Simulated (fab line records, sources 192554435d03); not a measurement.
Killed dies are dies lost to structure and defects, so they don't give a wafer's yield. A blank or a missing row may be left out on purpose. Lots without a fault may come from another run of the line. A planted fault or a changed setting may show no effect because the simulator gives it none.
One fault seen from 3 desks | flow n5_finfet | each desk has only its own numbers; what lay behind them comes last

THE METROLOGY DESK
What the gauges read, lot by lot, whatever tool the lot ran on: means of the sampled wafers that have a number. A lot is out of limits, marked OUT, if its mean lies more than 4 standard deviations from the usual mean; the brackets give that distance. Of its 12 readings 7 are shown: those that lie furthest out on some lot.
Columns: A = GATE_OVL at N5_DUMMY_GATE_OVL_MEAS_16, usual -0.2 nm; B = DIBL_N at N5_BEOL_M4_RC_MEAS_101, usual 36.3 mV/V; C = DIBL_P at N5_BEOL_M4_RC_MEAS_101, usual 36.2 mV/V; D = ION_P at N5_BEOL_M4_RC_MEAS_101, usual 463 uA/um; E = SS_P at N5_BEOL_M4_RC_MEAS_101, usual 73.3 mV/dec; F = VT_N at N5_BEOL_M4_RC_MEAS_101, usual 249.3 mV; G = VT_P at N5_BEOL_M4_RC_MEAS_101, usual -250.1 mV
lot  | first seen here | A    | B    | C    | D   | E    | F     | G
L654 | day 3 03:29     | 1.7  | 35.9 | 36.1 | 461 | 73.2 | 249.2 | -251.8
L657 | day 3 16:44     | -0.5 | 38.1 | 38.2 | 463 | 74.3 | 248.7 | -246.5
L667 | day 6 06:13     | -0.8 | 35.1 | 35.5 | 468 | 73.2 | 251.5 | -249.9
L668 | day 6 14:07     | -0.6 | 36.6 | 36.0 | 471 | 74.0 | 244.9 | -246.1
L673 | day 7 18:20     | -0.6 | 35.4 | 34.4 | 460 | 73.0 | 248.6 | -252.9
L675 | day 8 03:58     | 0.3  | 35.0 | 36.7 | 463 | 73.3 | 250.3 | -249.8
This desk's finding: nothing out of limits on any of the 6 lots.

THE TOOL OWNER'S DESK: rie_diel-02
The tool's own readings at N5_DUMMY_GATE_ETCH_29 (etches underlayer in N2/H2, target depth 13 nm): means of the sampled wafers that have a number, for each lot that ran on this tool. A lot is out of limits, marked OUT, if its mean lies more than 4 standard deviations from the usual mean; the brackets give that distance.
Columns: A = drypump_motor_current_A at N5_DUMMY_GATE_ETCH_29, usual 5.6 A; B = oes_product_au at N5_DUMMY_GATE_ETCH_29, usual 0.81 a.u.; C = rf_fwd_power_W at N5_DUMMY_GATE_ETCH_29, usual 832 W; D = rf_vpp_V at N5_DUMMY_GATE_ETCH_29, usual 525.0 V; E = showerhead_plenum_p_Torr at N5_DUMMY_GATE_ETCH_29, usual 2.58 Torr; F = throttle_valve_pct at N5_DUMMY_GATE_ETCH_29, usual 17.79 %
lot  | first seen here | A   | B    | C             | D                | E    | F
L657 | day 3 16:56     | 5.0 | 0.81 | 832           | 524.2            | 2.53 | 17.84
L667 | day 6 06:23     | 5.6 | 0.75 | 900 (+20) OUT | 513.6 (-5.0) OUT | 2.60 | 17.94
L668 | day 6 15:01     | 5.3 | 0.77 | 899 (+20) OUT | 511.1 (-6.0) OUT | 2.53 | 18.02
This desk's finding: out of limits on L667, L668; first on L667, day 6 06:23 (rf_fwd_power_W at N5_DUMMY_GATE_ETCH_29). In limits: L657.

THE DEFECT DESK
What the inspections along the route counted, lot by lot: means of the sampled wafers that have a number. A lot is out of limits, marked OUT, if its mean lies more than 4 standard deviations from the usual mean; the brackets give that distance.
Columns: A = raw_defect_count at N5_DUMMY_GATE_INSPECT_17, usual 212
lot  | first seen here | A
L654 | day 3 03:34     | 159
L657 | day 3 16:50     | 225
L667 | day 6 06:18     | 183
L668 | day 6 14:13     | 258
L673 | day 7 18:26     | 199
L675 | day 8 04:04     | 239
This desk's finding: nothing out of limits on any of the 6 lots.

PUT TOGETHER
The tool owner's desk could have raised an alarm at day 6 06:23, on L667, L668.
The metrology desk saw nothing out of limits.
The defect desk saw nothing out of limits.
The metrology desk has L667, L668 on record, within its limits.
The defect desk has L667, L668 on record, within its limits.
Of the lots named, all ran N5_DUMMY_GATE_ETCH_29 on rie_diel-02.

WHAT THE SIMULATOR HAD PUT IN
Process parameter drift: rie_diel-02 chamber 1, from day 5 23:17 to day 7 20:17, at N5_DUMMY_GATE_ETCH_29. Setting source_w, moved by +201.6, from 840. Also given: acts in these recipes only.
Lots struck among those shown: L667, L668.
Hours from the fault's start to each desk's first reading out of limits: the tool owner's desk, 7.
